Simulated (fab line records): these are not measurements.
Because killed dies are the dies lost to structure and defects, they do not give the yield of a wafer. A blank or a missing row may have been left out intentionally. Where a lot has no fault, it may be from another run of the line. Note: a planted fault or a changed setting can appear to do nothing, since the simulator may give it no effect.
Chamber matching    flow nand-harc    NHARC_P_M0_PRE_CLEAN_31 on pecvd-04 has 3 sister chambers
The step time 12 s. 3 wafers are shown with their chamber, then 11 later ones without.

== WAFERS, EACH WITH ITS CHAMBER ==
wafer   chamber  heater-power-w (W)
L085.5  2        560
L087.3  0        687
L091.1  1        603

== WAFERS WITHOUT THEIR CHAMBER ==
wafer   heater-power-w (W)
L091.3  753
L091.4  635
L094.2  573
L094.5  710
L094.6  584
L095.1  660
L095.4  648
L095.5  644
L097.1  520
L097.2  604
L097.6  518

== EACH ONE'S CHAMBER ==
wafer   from the rows above           in truth
L091.3  0                             0
L091.4  can't be placed: 1 or 0 or 2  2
L094.2  can't be placed: 2 or 1       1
L094.5  0                             0
L094.6  can't be placed: 1 or 2       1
L095.1  can't be placed: 0 or 1       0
L095.4  can't be placed: 0 or 1 or 2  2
L095.5  can't be placed: 1 or 0 or 2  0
L097.1  can't be placed: 2 or 1       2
L097.2  can't be placed: 1 or 2       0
L097.6  can't be placed: 2 or 1       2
2 of 11 placed correctly. Can't be placed from these rows: 9 (the true chamber is among the candidates in 8). 0 placed wrongly.
How it was worked out, from the rows above alone: a wafer's distance from a chamber is the root of the sum, over the readings, of the square of ((its reading less the chamber's mean) divided by the reading's scatter). If the next closest chamber is less than 2 further off than the closest, the wafer can't be placed; otherwise it belongs to the closest. The mean given for a chamber averages the wafers shown for that chamber. The scatter (one wafer shown for each chamber): square how far every hidden wafer sits from the nearest shown wafer, average those squares and take the square root.
